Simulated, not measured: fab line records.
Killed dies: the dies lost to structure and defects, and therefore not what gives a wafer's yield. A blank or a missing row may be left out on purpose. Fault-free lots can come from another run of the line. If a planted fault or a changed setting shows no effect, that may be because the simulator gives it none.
Which of the tools did it? || flow nand_harc || 6 lots, 18 wafers sampled, at 1 step of a route of 1159

WHAT THE GAUGES SHOWED, per wafer
NHARC_THIN_TSV_CD_MEAS_12 targets a cd of 1000 nm.
{"lot": "L592", "measured": "day 19 10:55", "on": "cd_sem-02", "cd_nm (nm)": "999.7 1000.5 1003.5"}
{"lot": "L591", "measured": "day 19 16:31", "on": "cd_sem-01", "cd_nm (nm)": "997.5 1003.3 998.0"}
{"lot": "L601", "measured": "day 21 12:38", "on": "cd_sem-03", "cd_nm (nm)": "1000.7 999.3 1001.0"}
{"lot": "L603", "measured": "day 22 14:44", "on": "cd_sem-01", "cd_nm (nm)": "1000.0 1002.4 1001.3"}
{"lot": "L611", "measured": "day 23 15:44", "on": "cd_sem-03", "cd_nm (nm)": "999.7 1005.3 1001.7"}
{"lot": "L610", "measured": "day 24 06:16", "on": "cd_sem-03", "cd_nm (nm)": "1001.7 1000.3 1000.0"}

WHAT TOOL EACH LOT RAN ON (gives the tool, then ch and the chambers of the sampled wafers, and finally the start)
No process step before these readings appears in the record.

THE ANSWER, worked out from the rows above alone
Rule: the lots themselves supply what counts as usual. The widest of any qualifying gaps counts: lots, ordered by their means at a reading, are off when they make up no more than a third of the lots, leave a main group of 4 or more, and stand apart from it by 3 or more times the standard deviation of that group's means. If all means in a main group match to the digits the tables above print for the reading, that group is not used. Also off: a lot with no number at a reading for which 4 or more lots have one. The other lots that the step has rows for count as sound.
None of the lots is off at any reading shown; this tells nothing.

WHAT HAD BEEN PUT IN BY THE SIMULATOR
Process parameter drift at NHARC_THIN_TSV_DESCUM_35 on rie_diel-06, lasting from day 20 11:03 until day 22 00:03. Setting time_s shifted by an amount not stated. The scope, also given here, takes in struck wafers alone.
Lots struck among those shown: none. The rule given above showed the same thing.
